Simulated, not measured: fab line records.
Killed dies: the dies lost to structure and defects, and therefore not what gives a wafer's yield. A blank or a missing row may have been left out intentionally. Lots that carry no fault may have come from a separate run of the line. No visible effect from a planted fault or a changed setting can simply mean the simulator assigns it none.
One fault through the eyes of 3 desks    flow n5 finfet    each desk holds nothing but its own numbers, with what lay behind them at the end

## TOOL OWNER'S DESK, rie diel-04
The tool's own readings at N5_SD_EPI_P_ETCHBACK_46 (etches SiNx in CH3F/O2, stops on SiO2, target depth 17.5 nm): means of the sampled wafers that have a number, for each lot that ran on this tool. Marked OUT: a lot whose mean sits more than 4 standard deviations from the usual mean, which makes it out of limits; the brackets give that distance.
Columns: A = drypump motor current A at N5_SD_EPI_P_ETCHBACK_46, usual 5.7 A; B = oes_ar_750_au at N5_SD_EPI_P_ETCHBACK_46, usual 0.79 a.u.; C = oes product au at N5_SD_EPI_P_ETCHBACK_46, usual 0.68 a.u.; D = rf vpp V at N5_SD_EPI_P_ETCHBACK_46, usual 297 V; E = showerhead plenum p Torr at N5_SD_EPI_P_ETCHBACK_46, usual 2.03 Torr; F = throttle valve pct at N5_SD_EPI_P_ETCHBACK_46, usual 16.30 %
lot   first seen here  A    B     C     D    E     F
L615  day 3 08:22      5.2  0.71  0.61  294  2.01  16.38
L620  day 4 14:07      6.1  0.84  0.72  303  2.05  16.37
L626  day 6 03:55      5.5  0.84  0.72  299  2.06  16.17
L629  day 6 20:38      5.0  0.82  0.67  296  2.10  16.18
L632  day 7 11:23      5.2  0.85  0.70  296  2.09  16.11
This desk's finding: nothing out of limits on any of the 5 lots.

## METROLOGY DESK
What the gauges read, lot by lot, whatever tool the lot ran on: means of the sampled wafers that have a number. Marked OUT: a lot whose mean sits more than 4 standard deviations from the usual mean, which makes it out of limits; the brackets give that distance. It has 10 readings; the 7 that lie furthest out on some lot are the ones shown.
Columns: A = DIBL_N at N5_BEOL_M4_RC_MEAS_101, usual 36.3 mV/V; B = IOFF_N at N5_BEOL_M4_RC_MEAS_101, usual 0.156 nA/um; C = IOFF_P at N5_BEOL_M4_RC_MEAS_101, usual 0.21 nA/um; D = ION_P at N5_BEOL_M4_RC_MEAS_101, usual 463 uA/um; E = SS_P at N5_BEOL_M4_RC_MEAS_101, usual 73.2 mV/dec; F = VT_N at N5_BEOL_M4_RC_MEAS_101, usual 250 mV; G = VT_P at N5_BEOL_M4_RC_MEAS_101, usual -251 mV
lot   first seen here  A     B      C     D    E     F    G
L615  day 7 17:58      34.1  0.129  0.17  457  72.7  250  -253
L617  day 8 07:28      35.8  0.164  0.21  470  73.0  248  -250
L620  day 9 01:55      35.3  0.143  0.21  461  72.6  251  -250
L623  day 9 12:40      35.7  0.147  0.20  456  73.3  251  -251
L622  day 9 18:32      37.1  0.166  0.23  465  73.7  248  -247
L625  day 10 11:14     34.4  0.123  0.16  452  72.1  253  -256
L626  day 10 14:10     36.5  0.145  0.18  455  73.3  253  -255
L629  day 11 08:19     36.6  0.159  0.20  457  73.1  252  -251
L632  day 11 21:04     35.1  0.142  0.19  459  73.2  253  -252
L638  day 14 08:32     38.8  0.196  0.27  472  73.7  246  -246
This desk's finding: nothing out of limits on any of the 10 lots.

## THE DEFECT DESK
Per lot, the means of the sampled wafers with a number show what the inspections along the route counted. Marked OUT: a lot whose mean sits more than 4 standard deviations from the usual mean, which makes it out of limits; the brackets give that distance.
Columns: A = raw defect count at N5_SD_EPI_N_INSPECT_26, usual 199
lot   first seen here  A
L615  day 3 07:28      194
L617  day 3 17:06      213
L620  day 4 13:13      229
L622  day 4 23:11      181
L623  day 5 06:55      184
L625  day 5 20:32      205
L626  day 6 03:08      162
L629  day 6 19:44      258
L632  day 7 09:57      166
L638  day 9 00:15      154
This desk's finding: nothing out of limits on any of the 10 lots.

## ALL TOGETHER
Nothing out of limits was seen by the tool owner's desk.
The metrology desk saw nothing out of limits.
No out-of-limits result turned up at the defect desk.

## WHAT THE SIMULATOR HAD INSERTED
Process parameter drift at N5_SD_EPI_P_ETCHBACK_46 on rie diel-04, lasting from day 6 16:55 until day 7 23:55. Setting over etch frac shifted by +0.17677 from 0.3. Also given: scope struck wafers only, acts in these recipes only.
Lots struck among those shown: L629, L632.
